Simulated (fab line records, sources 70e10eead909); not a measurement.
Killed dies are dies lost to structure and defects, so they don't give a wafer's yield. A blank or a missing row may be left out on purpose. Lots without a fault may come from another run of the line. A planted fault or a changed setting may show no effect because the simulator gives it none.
Which tool did it? | flow nand_harc | 6 lots, 18 wafers sampled, at 4 steps of a route of 1159

WHAT THE GAUGES READ, wafer by wafer
NHARC_A_CONTACT_INSPECT_23.
lot  | measured     | on                | raw_defect_count
L187 | day 17 14:58 | defect_inspect-01 | 361 305 424
L193 | day 19 04:13 | defect_inspect-01 | 321 373 324
L197 | day 20 05:31 | defect_inspect-01 | 389 429 427
L198 | day 21 02:31 | defect_inspect-02 | 329 380 435
L204 | day 21 16:32 | defect_inspect-01 | 617 350 427
L208 | day 23 09:41 | defect_inspect-01 | 434 395 630

WHICH TOOL RAN EACH LOT (tool, then ch and the chambers of the sampled wafers, then the start)
lot  | NHARC_A_CONTACT_ETCH_137             | NHARC_A_CONTACT_ETCH_110           | NHARC_A_CONTACT_ALD_18
L187 | har_cap_etch-03 ch 0,1, day 17 11:32 | rie_diel-08 ch 1,2,3, day 17 12:49 | ald_metal-04 ch 0,1,2, day 17 13:28
L193 | har_cap_etch-02 ch 0,1, day 18 21:39 | rie_diel-02 ch 0,1,2, day 18 22:49 | ald_metal-02 ch 0,1,2, day 18 23:28
L197 | har_cap_etch-02 ch 0,1, day 19 22:09 | rie_diel-02 ch 0,2,3, day 19 23:17 | ald_metal-04 ch 0,2, day 19 23:57
L198 | har_cap_etch-03 ch 0,1, day 20 19:45 | rie_diel-08 ch 0,1,2, day 20 21:14 | ald_metal-03 ch 0,1,3, day 20 21:59
L204 | har_cap_etch-03 ch 1, day 21 11:04   | rie_diel-04 ch 1,3, day 21 12:13   | ald_metal-04 ch 0,3, day 21 12:55
L208 | har_cap_etch-03 ch 0,1, day 22 23:22 | rie_diel-04 ch 1,3, day 23 01:04   | ald_metal-03 ch 0,1,2, day 23 01:55
- NHARC_A_CONTACT_ETCH_137: etches the open film in C4F8/O2/Ar, time 132 s, target depth 1287 nm.
- NHARC_A_CONTACT_ETCH_110: etches the open film in CF4/O2, target depth 50 nm, overetch 5 nm, time 27.5 s.
- NHARC_A_CONTACT_ALD_18: deposits TiN, target thk 3 nm, pulse time 1 s, ald cycles 150.

THE ANSWER, worked out from the rows above alone
Rule: what is usual is taken from the lots themselves. Put in order of their means at a reading, lots are off if they are a third of the lots or fewer, leave a main group of 4 or more, and stand apart from it by a gap of 3 or more times the standard deviation of the main group's means; of several such gaps the widest counts. A main group whose means are all the same, to the digits that the tables above print for the reading, isn't used. A lot without any number at a reading at which 4 lots or more have one is off too. The other lots that the step has rows for count as sound.
No lot is off at any reading shown: from this, nothing can be told.

WHAT THE SIMULATOR HAD PUT IN
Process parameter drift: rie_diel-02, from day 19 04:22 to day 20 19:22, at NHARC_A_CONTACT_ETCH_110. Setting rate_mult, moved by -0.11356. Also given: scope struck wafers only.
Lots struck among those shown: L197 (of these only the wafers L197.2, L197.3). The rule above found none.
